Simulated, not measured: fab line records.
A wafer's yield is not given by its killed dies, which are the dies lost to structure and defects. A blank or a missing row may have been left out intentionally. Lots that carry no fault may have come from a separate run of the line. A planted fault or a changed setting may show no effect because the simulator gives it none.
Which tool did it?	flow n5 finfet	6 lots, 18 wafers sampled, at 1 step of a route of 1938

== WHAT THE GAUGES SHOWED, per wafer ==
N5_BEOL_M12_OCD_MEAS_35.
lot	measured	on	trench depth nm (nm)
L177	day 11 08:26	ocd-01	319 314 318
L179	day 11 23:31	ocd-02	326 314 325
L182	day 12 16:56	ocd-02	320 317 314
L185	day 13 18:05	ocd-02	321 320 319
L195	day 16 09:56	ocd-01	317 326 320
L198	day 17 22:27	ocd-01	319 317 308

== TOOL THAT RAN EACH LOT (tool first, then ch and the chambers of the sampled wafers, then the start) ==
The record shows no process step preceding these readings.

== THE ANSWER, worked out from the rows above alone ==
Rule: what is usual is taken from the lots themselves. The widest of any qualifying gaps counts: lots, ordered by their means at a reading, are off when they make up no more than a third of the lots, leave a main group of 4 or more, and stand apart from it by 3 or more times the standard deviation of that group's means. A main group whose means are all the same, to the digits that the tables above print for the reading, isn't used. A lot without any number at a reading at which 4 lots or more have one is off too. All remaining lots with rows at the step are treated as sound.
No lot is off at any reading shown: from this, nothing can be told.

== WHAT WAS PUT IN BY THE SIMULATOR ==
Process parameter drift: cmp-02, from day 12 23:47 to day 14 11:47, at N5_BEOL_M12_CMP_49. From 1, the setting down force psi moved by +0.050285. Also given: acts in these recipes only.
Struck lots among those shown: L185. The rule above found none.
